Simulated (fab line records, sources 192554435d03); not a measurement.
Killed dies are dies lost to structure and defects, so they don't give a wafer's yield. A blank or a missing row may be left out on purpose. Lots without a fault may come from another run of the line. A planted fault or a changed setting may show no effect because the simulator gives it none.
fab line records | flow n5_finfet
record lots=6 wafers=17 last_day=17
route steps=1938 shown BEOL_M6@1204 PASSIVATION@1936
lots that met no fault: from a run of the same line without faults
start_h: hours from the record's first day to the start of the lot's first wafer shown | wait_h: hours since the lot's step before | " the same as in the row above | L1.1+2: a row that stands for several wafers | - no value, or no start given | * or withheld: withheld | < > ~ a bound
route shown NAME@n: a module of which the file shows steps, and the number in the route of the first | usual: mean/standard deviation of fault-free wafers | same: alike in all rows | chamber/n: place in a boat | sites: the reading at each site | _std_site: their standard deviation | _edge_site: outer sites' mean less inner sites' | radius_mm: how far each site lies from the wafer's centre | mask NAME#n: copy n | behind: the tool/chamber that last shaped the wafer | hold: why the lot was held/for how many hours/how that ended | device: the transistor (n, p or np) that didn't switch | end of line: the same wafers' tests at the end of the route | a step without rows: its recipe alone | killed: dies lost to structure and defects at the first sort, not the wafer's yield | map: a wafer's dies, x killed, . not, _ none there
set.NAME: the setting as run; set.NAME@STEP: as run at that earlier step | model.NAME: the simulator's own value behind a step, which no gauge read
lots at some steps of the route; a table a step, a row a wafer
services: from which hour (start_h, from the record's first day; less than 0 if before it) a tool's chamber was out of use, for how many hours, and why
## steps
# step N5_BEOL_M6_EXPOSE_08
# recipe mask_id=M6 na=1.35 source_shape=dipole sigma_inner=0.817 sigma_outer=0.97 polarization=te dose_mj=68.25
# step N5_BEOL_M6_PEB_09
# recipe peb_temp_c=withheld peb_time_s=60 resist=CAR-ArF
# step N5_BEOL_M6_DEVELOP_10
# recipe develop_time_s=30 developer=TMAH resist=CAR-ArF rinse_liquid=diw dry=air_spin dev_temp_c=23
# step N5_BEOL_M6_CD_MEAS_11
# recipe target_cd_nm=38.5 landing_energy_ev=500 detector=se_inlens polarity=opening
# usual cd_nm=38.5/0.45
# columns lot.wafer tool chamber start_h wait_h cd_nm
L542.3 cd_sem-03 0 242.98 - 37.5
L542.4 " 0 " " 38.0
L542.5 " 0 " " 38.0
L543.1 cd_sem-03 0 251.03 - 38.8
L543.2 " 0 " " 39.2
L543.6 " 0 " " 39.9
L551.2 cd_sem-02 0 285.77 - 38.4
L551.5 " 0 " " 37.8
L548.1 cd_sem-02 0 289.59 - 38.3
L548.2 " 0 " " 38.7
L548.4 " 0 " " 38.6
L553.2 cd_sem-03 0 310.47 - 39.0
L553.5 " 0 " " 38.7
L553.6 " 0 " " 38.7
L555.1 cd_sem-02 0 318.42 - 38.7
L555.5 " 0 " " 38.2
L555.6 " 0 " " 38.6
# step N5_BEOL_M6_OVL_MEAS_12
# recipe points_per_wafer=44
# usual M6_OVL=-0.2/0.71
# columns lot.wafer tool chamber start_h wait_h M6_OVL[nm]
L542.3 overlay-01 0 243.00 0.0 -0.4
L542.4 " 0 " " 0.1
L542.5 " 0 " " -0.5
L543.1 overlay-01 0 251.06 0.0 -0.9
L543.2 " 0 " " 0.0
L543.6 " 0 " " -0.4
L551.2 overlay-02 0 285.80 0.0 0.1
L551.5 " 0 " " 0.3
L548.1 overlay-01 0 289.62 0.0 -1.0
L548.2 " 0 " " -1.3
L548.4 " 0 " " -0.5
L553.2 overlay-02 0 310.50 0.0 0.7
L553.5 " 0 " " -0.1
L553.6 " 0 " " 0.1
L555.1 overlay-02 0 318.45 0.0 -0.3
L555.5 " 0 " " -0.7
L555.6 " 0 " " 0.3
# step N5_BEOL_M6_INSPECT_13
# recipe mode=adi inspect_instrument=brightfield
# usual raw_defect_count=402/91
# columns lot.wafer tool chamber start_h wait_h raw_defect_count
L542.3 defect_inspect-02 - 243.03 0.0 429
L542.4 " - " " 587
L542.5 " - " " 446
L543.1 defect_inspect-02 - 251.08 0.0 390
L543.2 " - " " 338
L543.6 " - " " 323
L551.2 defect_inspect-01 - 285.83 0.0 487
L551.5 " - " " 462
L548.1 defect_inspect-02 - 289.64 0.0 349
L548.2 " - " " 323
L548.4 " - " " 386
L553.2 defect_inspect-01 - 310.52 0.0 315
L553.5 " - " " 343
L553.6 " - " " 369
L555.1 defect_inspect-02 - 318.47 0.0 373
L555.5 " - " " 528
L555.6 " - " " 533
# step N5_BEOL_M6_DESCUM_16
# recipe chemistry=O2 time_s=7.9 source_power_w=50 bias_power_w=20 pressure_mtorr=20 rf_frequency_hz=2.712e+07 temp_c=40 resist=CAR-ArF o2_flow_sccm=225
# usual drypump_motor_current_A=5.6/0.52 oes_product_au=0.82/0.078 rf_vpp_V=243.5/1.3 showerhead_plenum_p_Torr=2.11/0.067 throttle_valve_pct=20.33/0.19
# columns lot.wafer tool chamber start_h wait_h drypump_motor_current_A oes_product_au rf_hours_counter_h rf_vpp_V showerhead_plenum_p_Torr throttle_valve_pct
L542.3 rie_diel-04 2 243.07 0.0 5.7 0.76 130 243.8 2.10 20.57
L542.4 " 3 " " 5.4 0.83 80 244.9 2.21 20.28
L542.5 " 2 " " 5.7 0.77 - 243.9 2.10 20.57
L543.1 rie_diel-02 3 251.12 0.0 4.7 0.71 223 243.2 2.06 20.43
L543.2 " 0 " " 6.2 0.90 33 243.9 2.23 20.22
L543.6 " 1 " " 4.9 0.79 - 243.8 2.10 20.26
L551.2 rie_diel-02 0 286.02 0.2 6.2 0.88 46 246.2 2.23 20.27
L551.5 " 2 " " 5.5 0.87 - 242.8 2.03 20.17
L548.1 rie_diel-03 0 290.02 0.4 6.0 0.81 109 246.1 2.20 20.38
L548.2 " 3 " " 4.9 0.70 221 241.5 2.07 20.58
L548.4 " 1 " " 5.7 0.85 61 244.1 2.13 20.19
L553.2 rie_diel-04 3 310.57 0.0 5.4 0.80 106 244.7 2.20 20.33
L553.5 " 2 " " 5.7 0.75 - 244.1 2.10 20.60
L553.6 " 3 " " 5.4 0.80 - 244.9 2.20 20.31
L555.1 rie_diel-02 3 318.50 0.0 4.7 0.70 241 242.7 2.06 20.46
L555.5 " 3 " " 4.7 0.70 - 242.4 2.06 20.46
L555.6 " 2 " " 5.5 0.85 - 242.6 2.03 20.18
# step N5_BEOL_M6_ETCH_61
# recipe chemistry=CF4 target=SiARC target_depth_a=455 mask_material=CAR-ArF time_s=75.8 ion_energy_ev=80 pressure_mtorr=40 source_w=545 bias_w=36 Ar_flow_sccm=100 cf4_flow_sccm=100 ends=cleared
# usual bias_w=36.01/0.11 drypump_motor_current_A=5.6/0.52 etch_rf_on_time_s=75.2/1.1 oes_product_au=0.71/0.066 rf_vpp_V=184.4/1.1 showerhead_plenum_p_Torr=2.16/0.062 throttle_valve_pct=15.52/0.21
# columns lot.wafer tool chamber start_h wait_h bias_w drypump_motor_current_A etch_rf_on_time_s oes_product_au rf_hours_counter_h rf_vpp_V showerhead_plenum_p_Torr throttle_valve_pct
L542.3 rie_diel-04 2 243.11 0.0 35.95 5.7 73.6 0.67 130 183.6 2.14 15.73
L542.4 " 3 " " 36.09 5.4 74.8 0.71 80 185.9 2.25 15.46
L542.5 " 2 " " 36.07 5.7 74.8 0.66 - 183.6 2.14 15.73
L543.1 rie_diel-02 3 251.15 0.0 36.07 4.7 75.8 0.61 223 184.3 2.12 15.70
L543.2 " 0 " " 36.13 6.3 75.1 0.77 33 183.8 2.27 15.37
L543.6 " 1 " " 36.00 4.9 75.6 0.68 - 184.1 2.15 15.44
L551.2 rie_diel-02 0 286.05 0.0 36.05 6.2 75.1 0.75 46 185.0 2.26 15.39
L551.5 " 2 " " 35.86 5.5 76.0 0.74 - 183.4 2.10 15.40
L548.1 rie_diel-03 0 290.06 0.0 36.11 6.0 74.8 0.70 109 184.3 2.24 15.55
L548.2 " 3 " " 36.16 4.9 73.9 0.61 221 184.3 2.12 15.83
L548.4 " 1 " " 36.00 5.7 75.3 0.72 61 185.4 2.18 15.38
L553.2 rie_diel-04 3 310.60 0.0 36.07 5.4 75.3 0.69 106 185.3 2.24 15.50
L553.5 " 2 " " 36.04 5.7 75.2 0.65 - 182.6 2.14 15.74
L553.6 " 3 " " 36.12 5.4 74.2 0.69 - 184.4 2.24 15.51
L555.1 rie_diel-02 3 318.54 0.0 36.03 4.7 77.1 0.60 241 183.6 2.11 15.76
L555.5 " 3 " " 36.12 4.7 76.3 0.61 - 182.6 2.11 15.78
L555.6 " 2 " " 36.06 5.5 76.3 0.72 - 184.3 2.09 15.40
# step N5_BEOL_M6_ETCH_62
# recipe chemistry=N2/H2 target=SOC target_depth_a=1100 overetch_a=220 mask_material=SiARC temp_c=40 time_s=165 ion_energy_ev=200 pressure_mtorr=30 source_w=840 bias_w=150 n2_flow_sccm=200 h2_flow_sccm=200
# usual bias_w=150.0/0.46 drypump_motor_current_A=5.6/0.52 oes_product_au=0.70/0.063 rf_vpp_V=524.7/2.4 showerhead_plenum_p_Torr=2.57/0.079 throttle_valve_pct=17.73/0.22
# columns lot.wafer tool chamber start_h wait_h bias_w drypump_motor_current_A oes_product_au rf_hours_counter_h rf_vpp_V showerhead_plenum_p_Torr throttle_valve_pct
L542.3 rie_diel-04 2 243.16 0.0 149.7 5.7 0.65 130 525.3 2.56 17.92
L542.4 " 3 " " 150.5 5.4 0.71 80 528.8 2.68 17.58
L542.5 " 2 " " 149.6 5.7 0.65 - 523.7 2.56 17.92
L543.1 rie_diel-02 3 251.21 0.0 149.8 4.7 0.62 223 522.9 2.51 17.87
L543.2 " 0 " " 150.0 6.3 0.76 33 528.1 2.70 17.57
L543.6 " 1 " " 149.8 4.9 0.67 - 524.7 2.56 17.67
L551.2 rie_diel-02 0 286.11 0.0 149.6 6.2 0.74 46 528.9 2.69 17.60
L551.5 " 2 " " 149.5 5.5 0.73 - 522.2 2.48 17.65
L548.1 rie_diel-03 0 290.11 0.0 149.5 6.0 0.69 109 526.2 2.67 17.86
L548.2 " 3 " " 150.3 4.9 0.60 221 522.3 2.51 17.95
L548.4 " 1 " " 150.7 5.7 0.71 61 526.1 2.58 17.52
L553.2 rie_diel-04 3 310.66 0.0 150.4 5.4 0.68 106 527.4 2.67 17.60
L553.5 " 2 " " 149.6 5.7 0.65 - 524.3 2.55 17.96
L553.6 " 3 " " 150.1 5.4 0.67 - 527.8 2.67 17.62
L555.1 rie_diel-02 3 318.60 0.0 149.8 4.7 0.60 241 522.6 2.50 17.89
L555.5 " 3 " " 149.3 4.7 0.60 - 522.8 2.50 17.92
L555.6 " 2 " " 149.9 5.5 0.71 - 521.3 2.47 17.66
# step N5_BEOL_M6_STRIP_68
# recipe chemistry=N2/H2 temp_c=40 n2_flow_sccm=200 h2_flow_sccm=200 rf_frequency_hz=6e+07
# step N5_BEOL_M6_STRIP_67
# recipe chemistry=CF4 resist=SiARC power_w=300 bias_power_w=75 pressure_mtorr=50 cf4_flow_sccm=150 rf_frequency_hz=6e+07
# usual drypump_motor_current_A=5.6/0.52 oes_product_au=0.82/0.074 power_w=300.0/0.88 rf_vpp_V=271.4/1.4 showerhead_plenum_p_Torr=1.81/0.051 throttle_valve_pct=13.50/0.22
# columns lot.wafer tool chamber start_h wait_h drypump_motor_current_A oes_product_au power_w rf_hours_counter_h rf_vpp_V showerhead_plenum_p_Torr throttle_valve_pct
L542.3 rie_diel-04 2 243.31 0.0 5.7 0.78 299.8 130 271.5 1.80 13.72
L542.4 " 3 " " 5.4 0.82 299.9 80 271.6 1.89 13.41
L542.5 " 2 " " 5.7 0.77 299.9 - 272.7 1.80 13.71
L543.1 rie_diel-02 3 251.35 0.0 4.7 0.71 299.5 223 269.4 1.77 13.71
L543.2 " 0 " " 6.2 0.89 300.1 33 273.0 1.90 13.30
L543.6 " 1 " " 4.9 0.79 298.6 - 270.9 1.80 13.43
L551.2 rie_diel-02 0 286.25 0.0 6.2 0.87 299.4 46 271.4 1.89 13.35
L551.5 " 2 " " 5.5 0.86 300.9 - 271.0 1.75 13.31
L548.1 rie_diel-03 0 290.26 0.0 6.0 0.82 299.7 109 272.3 1.87 13.50
L548.2 " 3 " " 4.8 0.72 300.7 221 270.1 1.78 13.82
L548.4 " 1 " " 5.7 0.86 300.3 61 271.9 1.82 13.33
L553.2 rie_diel-04 3 310.80 0.0 5.4 0.79 300.1 106 272.3 1.88 13.46
L553.5 " 2 " " 5.7 0.75 300.6 - 269.8 1.80 13.74
L553.6 " 3 " " 5.4 0.79 299.9 - 273.0 1.88 13.47
L555.1 rie_diel-02 3 318.74 0.0 4.7 0.71 300.3 241 270.3 1.77 13.77
L555.5 " 3 " " 4.7 0.72 300.6 - 270.3 1.77 13.76
L555.6 " 2 " " 5.5 0.83 300.7 - 268.6 1.75 13.34
# step N5_BEOL_M6_HM_OPEN_17
# recipe chemistry=Cl2/BCl3 target_depth_a=200 overetch_a=60 target=TiN mask_material=SOC ion_energy_ev=150 pressure_mtorr=10 icp_w=1000 bias_w=126 Cl2_flow_sccm=53.25 bcl3_flow_sccm=21.75 Ar_flow_sccm=25
# usual bias_w=126.0/0.35 drypump_motor_current_A=5.2/0.58 oes_product_au=0.66/0.054 throttle_valve_pct=22.16/0.19
# columns lot.wafer tool chamber start_h wait_h bias_w drypump_motor_current_A oes_product_au rf_hours_counter_h throttle_valve_pct
L542.3 rie_metal-03 1 243.38 0.1 125.8 4.7 0.66 - 22.13
L542.4 " 0 " " 126.0 4.8 0.64 - 22.37
L542.5 " 0 " " 125.8 4.8 0.65 - 22.36
L543.1 rie_metal-02 1 251.40 0.0 126.3 5.3 0.79 3 22.02
L543.2 " 1 " " 126.9 5.2 0.79 - 22.00
L543.6 " 1 " " 126.5 5.2 0.79 - 21.99
L551.2 rie_metal-03 1 286.29 0.0 126.1 4.7 0.64 51 22.14
L551.5 " 0 " " 125.9 4.8 0.63 - 22.39
L548.1 rie_metal-03 0 290.30 0.0 126.3 4.7 0.64 51 22.37
L548.2 " 1 " " 127.1 4.7 0.65 51 22.14
L548.4 " 1 " " 126.2 4.7 0.65 - 22.14
L553.2 rie_metal-02 1 310.85 0.0 126.3 5.2 0.77 6 22.01
L553.5 " 0 " " 126.1 6.4 0.70 - 22.21
L553.6 " 1 " " 126.2 5.2 0.76 - 22.02
L555.1 rie_metal-03 1 318.78 0.0 125.9 4.7 0.65 54 22.13
L555.5 " 0 " " 125.7 4.8 0.63 - 22.36
L555.6 " 1 " " 125.9 4.7 0.64 - 22.14
# step N5_BEOL_M6_STRIP_19
# recipe chemistry=O2 power_w=400 temp_c=40 pressure_mtorr=30 rf_frequency_hz=6e+07 bias_power_w=0 overash_fraction=0.2 o2_flow_sccm=225
# usual drypump_motor_current_A=5.5/0.55 oes_product_au=0.82/0.078 rf_vpp_V=3.7/0.63 showerhead_plenum_p_Torr=2.12/0.068 temp_c=40.02/0.11 throttle_valve_pct=16.56/0.18
# same overash_fraction=0.2
# columns lot.wafer tool chamber start_h wait_h drypump_motor_current_A oes_product_au rf_hours_counter_h rf_vpp_V showerhead_plenum_p_Torr temp_c throttle_valve_pct
L542.3 rie_diel-03 2 243.46 0.1 5.4 0.90 23 4.3 2.05 40.01 16.33
L542.4 " 3 " " 4.9 0.72 204 2.6 2.08 39.90 16.83
L542.5 " 3 " " 4.9 0.72 - 4.3 2.08 39.90 16.83
L543.1 rie_diel-04 2 251.60 0.2 5.7 0.76 133 3.5 2.11 39.99 16.82
L543.2 " 1 " " 6.6 0.72 200 4.7 2.16 40.24 16.97
L543.6 " 0 " " 5.8 0.91 - 3.6 2.05 39.86 16.49
L551.2 rie_diel-04 3 286.40 0.1 5.4 0.80 98 3.2 2.21 40.64 16.55
L551.5 " 1 " " 6.6 0.71 - 4.0 2.15 40.50 17.00
L548.1 rie_diel-02 2 290.42 0.1 5.4 0.87 53 4.0 2.04 39.96 16.42
L548.2 " 0 " " 6.2 0.87 47 3.4 2.23 39.88 16.48
L548.4 " 1 " " 4.9 0.79 125 5.1 2.10 40.03 16.53
L553.2 rie_diel-04 0 310.96 0.1 5.9 0.85 50 3.9 2.04 40.61 16.55
L553.5 " 0 " " 5.9 0.87 - 3.3 2.04 40.59 16.55
L553.6 " 3 " " 5.4 0.79 - 4.7 2.20 40.50 16.55
L555.1 rie_diel-02 0 318.89 0.1 6.2 0.85 60 3.9 2.22 39.84 16.50
L555.5 " 3 " " 4.7 0.71 - 3.8 2.06 40.04 16.78
L555.6 " 0 " " 6.2 0.85 - 3.0 2.22 39.70 16.50
# step N5_BEOL_M6_CD_MEAS_18
# recipe pitch_nm=80 target_cd_nm=40
# usual cd_nm=40.0/0.48
# columns lot.wafer tool chamber start_h wait_h cd_nm
L542.3 cd_sem-02 - 243.54 0.1 39.7
L542.4 " - " " 39.6
L542.5 " - " " 39.7
L543.1 cd_sem-02 - 251.67 0.0 41.0
L543.2 " - " " 40.5
L543.6 " - " " 41.3
L551.2 cd_sem-03 - 286.48 0.1 39.7
L551.5 " - " " 39.9
L548.1 cd_sem-03 - 290.49 0.0 39.8
L548.2 " - " " 39.7
L548.4 " - " " 40.4
L553.2 cd_sem-01 - 311.03 0.1 40.7
L553.5 " - " " 40.4
L553.6 " - " " 40.3
L555.1 cd_sem-01 - 318.96 0.0 39.7
L555.5 " - " " 39.1
L555.6 " - " " 39.7
# step N5_PASSIVATION_PROBE_49
# usual defect_limited_yield=91.3/1.3 killed_at_M0_to_M3=35/13 killed_at_M4_up=13/5.2 killed_at_contacts=12/6.2 killed_at_front_end=39/9.6 killed_at_other=3.1/2.6 killed_dies=102/16 killed_open=68/13 killed_short=33/6.9 sort_bin_5_function=5.1/0.87 sort_bin_6_memory=3.3/0.67 sort_n_pass=1078/16 sort_yield_pct=91.3/1.3
# same gross_dies=1180 killed_at_back_side=0 sort_bin_4_leakage[%]=0 sort_bin_8_speed[%]=0
# columns lot.wafer tool chamber start_h wait_h defect_limited_yield[%] killed_at_M0_to_M3 killed_at_M4_up killed_at_contacts killed_at_front_end killed_at_other killed_dies killed_open killed_short sort_bin_5_function[%] sort_bin_6_memory[%] sort_n_pass sort_yield_pct[%]
L542.3 prober-01 - 330.24 0.1 92.4 26 13 10 38 3 90 69 21 4.5 2.9 1090 92.4
L542.5 prober-01 - 330.34 0.2 90.3 51 18 15 29 2 115 77 37 5.8 3.5 1065 90.3
L551.5 prober-02 - 374.92 0.2 89.0 34 11 14 65 6 130 88 39 6.7 3.9 1050 89.0
# killed by level:class
L542.3 STI_FIN_REVEAL:geometric_particle:open=17 MOL_CONTACT_COAG:geometric_particle:open=10 BEOL_M2:geometric_particle:open=8 BEOL_M0_SAQP:geometric_particle:open=7 BEOL_M4:geometric_particle:open=6 GATE_CUT:geometric_particle:short=5 BEOL_M1:geometric_particle:open=5 STARTING-WAFER:geometric_particle:open=4
L542.5 MOL_CONTACT_COAG:geometric_particle:open=12 BEOL_M2:geometric_particle:open=10 BEOL_M0_SAQP:geometric_particle:short=10 BEOL_M0:geometric_particle:open=10 BEOL_M0_SAQP:geometric_particle:open=8 BEOL_M4:geometric_particle:open=8 STI_FIN_REVEAL:geometric_particle:open=7 BEOL_M6:geometric_particle:open=5
L551.5 FIN_SAQP:geometric_particle:open=18 STI_FIN_REVEAL:geometric_particle:open=17 MOL_CONTACT_COAG:geometric_particle:open=11 FIN_SAQP:geometric_particle:short=9 BEOL_M2:geometric_particle:open=9 BEOL_M1:geometric_particle:open=7 STI_FIN_REVEAL:geometric_particle:short=5 DUMMY_GATE:geometric_particle:open=5
## services
# columns tool chamber start_h hours kind
rie_diel-02 2 225.53 14.6 repair
rie_metal-02 0 246.38 7.4 repair
rie_metal-02 - 261.59 17.4 repair
rie_metal-03 0 263.45 13.8 repair
rie_metal-03 - 269.27 1.2 repair
rie_diel-04 1 288.71 11.0 repair
rie_diel-04 - 298.50 2.8 pm
rie_diel-03 3 301.67 7.3 repair
## key
first_sign step=N5_BEOL_M6_STRIP_19 reading=temp_c direction=up sigmas=5 usual=* struck=*
effect none on later readings
met_at N5_BEOL_M6_STRIP_19
struck_wafers L551.2,L551.5,L553.2,L553.5,L553.6
onset_between 251.60 286.40
fault kind=process_parameter_drift tool=rie_diel-04 chamber=- onset_h=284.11 steps=N5_BEOL_M6_STRIP_19 channel=temp_c offset=* shape=step end_h=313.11 acts_in=* stated=*
